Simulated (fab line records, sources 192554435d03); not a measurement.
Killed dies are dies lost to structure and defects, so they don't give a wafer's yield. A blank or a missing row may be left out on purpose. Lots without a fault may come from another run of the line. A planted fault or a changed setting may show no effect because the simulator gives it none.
Which tool did it? | flow n5_finfet | 12 lots, 36 wafers sampled, at 4 steps of a route of 1938

WHAT THE GAUGES READ, wafer by wafer
The record holds no reading of a measuring or inspecting step that can be judged against a usual standard deviation.

WHICH TOOL RAN EACH LOT (tool, then ch and the chambers of the sampled wafers, then the start)
lot  | N5_BEOL_M8_STRIP_80                | N5_BEOL_M15_DEGAS_41         | N5_BEOL_M15_SPUTTER_43       | N5_PASSIVATION_PROBE_49
L606 | rie_diel-03 ch 0,2,3, day 9 01:07  | pvd_sputter-03, day 11 06:47 | pvd_sputter-03, day 11 06:52 | -
L607 | rie_diel-02 ch 0,1,2, day 9 11:14  | pvd_sputter-03, day 11 19:14 | pvd_sputter-03, day 11 19:19 | -
L608 | rie_diel-02 ch 0,3, day 9 19:14    | pvd_sputter-02, day 11 22:35 | pvd_sputter-02, day 11 22:40 | -
L609 | rie_diel-03 ch 2,3, day 9 20:25    | pvd_sputter-01, day 12 01:01 | pvd_sputter-01, day 12 01:05 | prober-02, day 12 17:16
L610 | rie_diel-02 ch 1,2,3, day 10 00:00 | pvd_sputter-03, day 12 06:32 | pvd_sputter-03, day 12 06:37 | -
L611 | rie_diel-02 ch 1,2,3, day 10 04:50 | pvd_sputter-02, day 12 11:55 | pvd_sputter-02, day 12 11:59 | -
L612 | rie_diel-03 ch 2,3, day 10 08:27   | pvd_sputter-02, day 12 19:02 | pvd_sputter-02, day 12 19:07 | -
L619 | rie_diel-02 ch 0,1,3, day 12 18:20 | pvd_sputter-03, day 14 18:29 | pvd_sputter-03, day 14 18:34 | prober-02, day 15 10:13
L625 | rie_diel-03 ch 0,3, day 14 07:40   | pvd_sputter-01, day 16 09:02 | pvd_sputter-01, day 16 09:07 | -
L627 | rie_diel-03 ch 0,1,3, day 14 12:52 | pvd_sputter-03, day 16 16:14 | pvd_sputter-03, day 16 16:19 | -
L629 | rie_diel-06 ch 2,3, day 14 21:35   | pvd_sputter-02, day 17 06:53 | pvd_sputter-02, day 17 06:58 | -
L628 | rie_diel-03 ch 1,2, day 14 21:38   | pvd_sputter-03, day 17 03:35 | pvd_sputter-03, day 17 03:40 | -
- N5_BEOL_M8_STRIP_80: strips in N2/H2, time 10 s.
- N5_BEOL_M15_DEGAS_41: time 60 s.
- N5_BEOL_M15_SPUTTER_43: material TaN, target thk 15 nm, time 24.19 s.
- N5_PASSIVATION_PROBE_49

WHAT THE TOOLS THEMSELVES READ (means of the sampled wafers that have a number; where no wafer has one, the mark that the record gives instead)
N5_BEOL_M8_STRIP_80. Usual: drypump_motor_current_A 5.59 A, standard deviation 0.28; oes_product_au 0.80 a.u., standard deviation 0.081; rf_vpp_V 59.0 V, standard deviation 0.81; showerhead_plenum_p_Torr 2.50 Torr, standard deviation 0.065; throttle_valve_pct 23.7 %, standard deviation 0.47.
lot  | tool        | drypump_motor_current_A (A) | oes_product_au (a.u.) | rf_vpp_V (V) | showerhead_plenum_p_Torr (Torr) | throttle_valve_pct (%) | flag
L606 | rie_diel-03 | 5.57                        | 0.77                  | 59.4         | 2.56                            | 23.4                   |
L607 | rie_diel-02 | 5.54                        | 0.71                  | 59.1         | 2.46                            | 24.3                   |
L608 | rie_diel-02 | 5.73                        | 0.84                  | 59.3         | 2.49                            | 24.2                   |
L609 | rie_diel-03 | 5.86                        | 0.78                  | 59.0         | 2.53                            | 23.5                   |
L610 | rie_diel-02 | 5.54                        | 0.78                  | 59.5         | 2.48                            | 24.2                   |
L611 | rie_diel-02 | 5.58                        | 0.78                  | 59.6         | 2.48                            | 24.2                   |
L612 | rie_diel-03 | 5.78                        | 0.83                  | 59.3         | 2.54                            | 23.4                   |
L619 | rie_diel-02 | 5.56                        | 0.76                  | 59.6         | 2.45                            | 24.3                   |
L625 | rie_diel-03 | 5.35                        | 0.82                  | 59.3         | 2.57                            | 23.3                   |
L627 | rie_diel-03 | 5.41                        | 0.77                  | 59.1         | 2.50                            | 23.3                   |
L629 | rie_diel-06 | 5.81                        | 0.87                  | 59.1         | 2.66                            | 23.6                   |
L628 | rie_diel-03 | 5.56                        | 0.80                  | 58.8         | 2.49                            | 23.3                   |

N5_BEOL_M15_DEGAS_41. Usual: heater_power_w 465 W, standard deviation 24; susceptor_temp_C 300.01 C, standard deviation 0.19.
lot  | tool           | heater_power_w (W) | susceptor_temp_C (C) | flag
L606 | pvd_sputter-03 | 487                | 299.93               |
L607 | pvd_sputter-03 | 461                | 300.04               |
L608 | pvd_sputter-02 | 471                | 299.97               |
L609 | pvd_sputter-01 | 467                | 299.95               |
L610 | pvd_sputter-03 | 473                | 300.14               |
L611 | pvd_sputter-02 | 462                | 300.09               |
L612 | pvd_sputter-02 | 458                | 300.05               |
L619 | pvd_sputter-03 | 472                | 299.94               |
L625 | pvd_sputter-01 | 456                | 300.03               |
L627 | pvd_sputter-03 | 466                | 299.99               |
L629 | pvd_sputter-02 | 467                | 299.85               |
L628 | pvd_sputter-03 | 477                | 300.07               |

N5_BEOL_M15_SPUTTER_43. Usual: susceptor_temp_C 49.99 C, standard deviation 0.1; throttle_valve_pct 29.9 %, standard deviation 0.76.
lot  | tool           | susceptor_temp_C (C) | throttle_valve_pct (%) | flag
L606 | pvd_sputter-03 | 50.02                | 30.8                   |
L607 | pvd_sputter-03 | 49.95                | 30.2                   |
L608 | pvd_sputter-02 | 49.99                | 29.9                   |
L609 | pvd_sputter-01 | 49.97                | 29.4                   |
L610 | pvd_sputter-03 | 50.10                | 30.1                   |
L611 | pvd_sputter-02 | 49.96                | 29.7                   |
L612 | pvd_sputter-02 | 49.99                | 29.4                   |
L619 | pvd_sputter-03 | 49.98                | 30.6                   |
L625 | pvd_sputter-01 | 50.07                | 29.4                   |
L627 | pvd_sputter-03 | 49.95                | 30.2                   |
L629 | pvd_sputter-02 | 49.98                | 29.6                   |
L628 | pvd_sputter-03 | 49.97                | 30.3                   |

N5_PASSIVATION_PROBE_49. Usual: defect_limited_yield 91.4 %, standard deviation 1.4; killed_at_M0_to_M3 34, standard deviation 8.9; killed_at_M4_up 13, standard deviation 4.6; killed_at_contacts 12, standard deviation 5.5; killed_at_front_end 41, standard deviation 11; killed_at_other 3.1, standard deviation 2.9; killed_dies 102, standard deviation 16; killed_on_rim 13, standard deviation 4.2; killed_open 66, standard deviation 11; killed_short 34, standard deviation 7.6; sort_bin_5_function 5.1 %, standard deviation 0.89; sort_bin_6_memory 3.2 %, standard deviation 0.61; sort_bin_8_speed 0.02 %, standard deviation 0.12; sort_n_pass 1078, standard deviation 16.
lot  | tool      | defect_limited_yield (%) | killed_at_M0_to_M3 | killed_at_M4_up | killed_at_contacts | killed_at_front_end | killed_at_other | killed_dies | killed_on_rim | killed_open | killed_short | sort_bin_5_function (%) | sort_bin_6_memory (%) | sort_bin_8_speed (%) | sort_n_pass | flag
L609 | prober-02 | 90.4                     | 26                 | 16              | 12                 | 58                  | 1.7             | 113         | 14            | 75          | 35           | 5.5                     | 3.5                   | 0.00                 | 1067        |
L619 | prober-02 | 89.5                     | 38                 | 42              | 7                  | 34                  | 3.0             | 124         | 17            | 61          | 30           | 6.7                     | 2.9                   | 0.06                 | 1056        | OFF

THE ANSWER, worked out from the rows above alone
Rule: a lot is off if the mean of its wafers that have a number lies more than 3 standard deviations from the usual mean. A lot without any number at a reading at which 4 lots or more have one is off too. The other lots that the step has rows for count as sound. The gauges are gone through in route order, then the tools' own readings, and for those a lot's mean is taken as printed above. The first step at which some lot is off is used, and at that step the reading that is off furthest; a lot without a number counts as furthest.
Off: L619, at N5_PASSIVATION_PROBE_49 (killed_at_M4_up). Neither off nor sound, because the step has no rows for them: L606, L607, L608, L610, L611, L612, L625, L627, L629, L628.
A tool fits if, at that step or a process step before it, it ran every lot that is off, and no sound lot after the first of them. Can't be told from this: 3 tools fit, rie_diel-02 at N5_BEOL_M8_STRIP_80, pvd_sputter-03 at N5_BEOL_M15_DEGAS_41 and N5_BEOL_M15_SPUTTER_43, prober-02 at N5_PASSIVATION_PROBE_49.

WHAT THE SIMULATOR HAD PUT IN
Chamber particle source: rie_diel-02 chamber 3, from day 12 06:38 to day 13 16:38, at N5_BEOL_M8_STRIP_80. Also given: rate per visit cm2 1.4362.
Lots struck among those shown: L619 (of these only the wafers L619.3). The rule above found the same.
